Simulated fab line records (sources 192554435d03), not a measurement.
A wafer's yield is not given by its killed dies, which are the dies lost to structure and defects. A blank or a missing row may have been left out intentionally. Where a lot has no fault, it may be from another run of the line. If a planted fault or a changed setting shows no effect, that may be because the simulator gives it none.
Split-lot trial | flow n5Finfet | on a route of 1938 steps: 7 lots, 21 wafers read

ON THE SPLIT
At N5_BEOL_M6_DEP_56 (deposits SiCN from 3MS/NH3, target thk 10 nm, time 17.5 s), the setting timeS was moved away from the recipe's 17.5 s on 7 of the 21 wafers read, by -12.4% to +14.4%. The other wafers ran this setting at the recipe's value.

The reading is taken at the split's own step.

THE READING
SiCN_of_BEOL_M6_DEP_56.thkNm (the simulator's own value, which no gauge read), in nm, at N5_BEOL_M6_DEP_56 (deposits SiCN from 3MS/NH3, target thk 10 nm, time 17.5 s). The file gives no usual value for it. Here, 14 wafers ran the recipe; their average is 10.0 nm with a standard deviation of 0.2 nm.

wafer  | tool, chamber at the split | timeS as run, s | against the recipe | SiCN_of_BEOL_M6_DEP_56.thkNm, nm | against lot-mates on the recipe
L077.1 | pecvd-04, 1                | 17.5            | recipe             | 9.8                              | -
L077.3 | pecvd-04, 1                | 15.62           | -10.7%             | 9                                | -0.9
L077.5 | pecvd-04, 0                | 17.5            | recipe             | 10                               | -
L079.1 | pecvd-03, 2                | 17.5            | recipe             | 10.2                             | -
L079.2 | pecvd-03, 0                | 17.5            | recipe             | 9.8                              | -
L079.4 | pecvd-03, 1                | 17.5            | recipe             | 10.4                             | -
L083.4 | pecvd-04, 0,1              | 17.5            | recipe             | 10.2                             | -
L083.5 | pecvd-04, 0,1              | 17.5            | recipe             | 10.2                             | -
L083.6 | pecvd-04, 0                | 15.62           | -10.7%             | 9.2                              | -1.0
L084.2 | pecvd-03, 2                | 17.5            | recipe             | 9.8                              | -
L084.3 | pecvd-03, 0                | 15.33           | -12.4%             | 8.4                              | -1.4
L084.5 | pecvd-03, 0                | 15.33           | -12.4%             | 8.6                              | -1.2
L086.2 | pecvd-04, 1                | 17.5            | recipe             | 9.8                              | -
L086.5 | pecvd-04, 1                | 17.5            | recipe             | 9.8                              | -
L086.4 | pecvd-04, 2                | 20.02           | +14.4%             | 11.4                             | +1.6
L087.1 | pecvd-03, 2,0              | 19.31           | +10.3%             | 11                               | +1.0
L087.6 | pecvd-03, 2,0              | 19.31           | +10.3%             | 11                               | +1.0
L087.3 | pecvd-03, 0                | 17.5            | recipe             | 10                               | -
L094.1 | pecvd-04, 1,0,0            | 17.5            | recipe             | 9.8                              | -
L094.2 | pecvd-04, 1,0,0            | 17.5            | recipe             | 9.8                              | -
L094.6 | pecvd-04, 1,0,0            | 17.5            | recipe             | 9.8                              | -
If several chambers appear in one row, that row covers several wafers at once and the file leaves open which wafer was in which chamber.

THE FIT
A straight line over all 21 wafers: SiCN_of_BEOL_M6_DEP_56.thkNm changes by +0.101 nm for each +1% of timeS; r = +0.96; the points scatter about the line by 0.21 nm.
The same after taking each lot's own level away (the mean of its wafers on the recipe; 21 wafers): +0.101 nm for each +1%; r = +0.99; scatter 0.12 nm.
On that fit, the largest move of timeS shifts the reading by 1.4 nm.
The span of the lots' own levels, 9.80 to 10.20 nm, comes to 2.0 times the standard deviation stated above.
Hence the lot-to-lot level has little effect on the slope; both slopes agree.
Check: +1.4 nm against its lot-mates is what the line predicts for one of the wafers moved furthest among these (+14.4%) when that wafer is left out of the fit. It came out at +1.6 nm against them.

ADDITIONAL SPLITS CARRIED BY THESE WAFERS
Before the reading, these wafers also passed through other splits. Each is held against what the fit with the lots' levels taken away leaves over:
other split on the same wafers | wafers away from the commonest value | r with SiCN_of_BEOL_M6_DEP_56.thkNm (lot level and that fit taken away)
N5_BEOL_M5_COAT_22 spinRpm     | 5                                    | +0.13
N5_BEOL_M6_ETCH_62 timeS       | 5                                    | -0.22
N5_BEOL_M6_COAT_22 spinRpm     | 6                                    | +0.03

FILE'S OWN FIT
SiCN_of_BEOL_M6_DEP_56.thkNm changes by +0.1 nm for each +1% of timeS, r = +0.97.
